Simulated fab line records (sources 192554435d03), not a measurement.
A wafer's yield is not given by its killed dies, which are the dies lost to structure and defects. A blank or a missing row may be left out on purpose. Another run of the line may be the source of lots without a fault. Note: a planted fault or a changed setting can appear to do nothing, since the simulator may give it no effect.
Comparing a struck lot with a sound one    flow n5-finfet    22 steps out of a route of 1938
Sound: these wafers, L769.1, L769.4, L769.6. Wafers L764.3, L764.4, L764.5 were the ones struck. The cause is named last.
At each step with rows: each side's tool, then ch and its chambers, then its first start. Under that, the readings that differ: sound wafers    struck wafers    difference of the means    sigmas: that difference in standard deviations of wafers without a fault.
alike: same words and numbers on both sides, and readings whose means sit less than 2 such deviations apart. not compared: any withheld reading, any reading some wafer has no value for, any bound like >300 that may hide the same value, and any number with overlapping values for which the record gives no deviation.
A row with sigmas, a row that says differs or no value, or rows on one side alone: a step with any of these is where the two part. Numbers that have no deviation but don't overlap get no sigmas and don't part them. Lack of a reading on every wafer of one side parts them only where that side has two or more wafers.

first, 8 steps without rows for these wafers: N5_BEOL_M1_PRE_CLEAN_60 (time 15 s); N5_BEOL_M1_CO_CAP_55 (material Co, precursor CCTBA/H2, target thk 2 nm, time 102.1 s); N5_BEOL_M1_PRE_CLEAN_56 (time 15 s); N5_BEOL_M1_DEP_57 (deposits SiCN from 3MS/NH3, target thk 8 nm, time 14 s); N5_BEOL_M2_ILD_DEP_00 (deposits SiOC from DEMS/O2, target thk 79 nm, time 15.3 s); N5_BEOL_M2_PECVD_72 (deposits SiO2 from TEOS/O2, target thk 16 nm, time 18 s); N5_BEOL_M2_HM_DEP_02 (deposits TiN, target thk 20 nm); N5_BEOL_M2_COAT_61 (time 60 s, resist thk 60 nm).
N5_BEOL_M2_COAT_62: time 60 s, resist thk 12 nm.
  sound on litho-track-02 ch 0, day 11 19:23; struck on litho-track-04 ch 0, day 10 15:47
reading               sound                 struck                difference  sigmas
spin-speed-rpm (rpm)  1500.5 1500.7 1499.6  1546.7 1545.9 1546.2  +46.0       +47
then, 9 steps without rows for these wafers: N5_BEOL_M2_COAT_73 (time 60 s, resist thk 5 nm); N5_BEOL_M2_COAT_05 (resist thk 30 nm); N5_BEOL_M2_EBR_07; N5_BEOL_M2_SOFTBAKE_06 (time 60 s); N5_BEOL_M2_EXPOSE_08 (exposes mask M2); N5_BEOL_M2_PEB_09 (peb time 60 s); N5_BEOL_M2_DEVELOP_10 (develop time 30 s); N5_BEOL_M2_DESCUM_16 (chemistry O2, time 7 s); N5_BEOL_M2_ETCH_74 (etches underlayer in N2/H2, target depth 6.5 nm, time 5.2 s).
N5_BEOL_M2_ETCH_63: etches SiARC in CF4, target depth 15.6 nm, time 26 s.
  sound on rie-diel-04 ch 2,3, day 11 20:09; struck on rie-diel-03 ch 0,1,3, day 10 16:14
reading                   sound              struck             difference  sigmas
model.etch.depth-nm (nm)  12.01 12.04 12.02  11.79 11.82 11.78  -0.23       
  alike: drypump-motor-current-A, etch-rf-on-time-s, oes-product-au, rf-vpp-V, showerhead-plenum-p-Torr, throttle-valve-pct
  not compared: rf-hours-counter-h
then, 1 step without rows for these wafers: N5_BEOL_M2_ETCH_64 (etches SOC in N2/H2, target depth 75 nm, overetch 22.5 nm, time 121.9 s).
-- here the record skips 5 days between the struck wafers' starts before and after, leaving off in module BEOL_M2 and picking up in module BEOL_M4 (first step shown: number 1111 of the route) --
N5_BEOL_M4_RC_MEAS_101:
  sound on prober-02 ch 0, day 15 19:31; struck on prober-02 ch 0, day 15 09:07
  alike: DIBL_N, DIBL_P, IOFF_N, IOFF_P, ION_N, ION_P, SS_N, SS_P, VT_N, VT_P
-- record jumps: 5 days separate the struck wafers' starts on either side; left off in module BEOL_M4, taken up again in module PASSIVATION, whose first shown step is the route's number 1936 --
N5_PASSIVATION_PROBE_49:
  sound: prober-02 at day 21 11:31; struck: prober-01 at day 20 12:02
reading              sound     struck    difference  sigmas
killed_at_M0_to_M3   24 22 11  35 45 58  +27         +2
killed_at_M4_up      18 17 20  1 9 7     -13         -2
killed-at-front-end  56 68 38  24 24 24  -30         -3
  alike: defect-limited-yield, killed-at-contacts, killed-at-other, killed-dies, killed-open, killed-short, sort_bin_5_function, sort_bin_6_memory, sort-n-pass, sort-yield-pct

== WHERE THEY PART ==
At N5_BEOL_M2_COAT_62 first; at N5_PASSIVATION_PROBE_49 last (within this record only).

WHY: the cause the simulator had injected
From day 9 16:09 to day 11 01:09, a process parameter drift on litho-track-04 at N5_BEOL_M2_COAT_62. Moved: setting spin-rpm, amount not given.
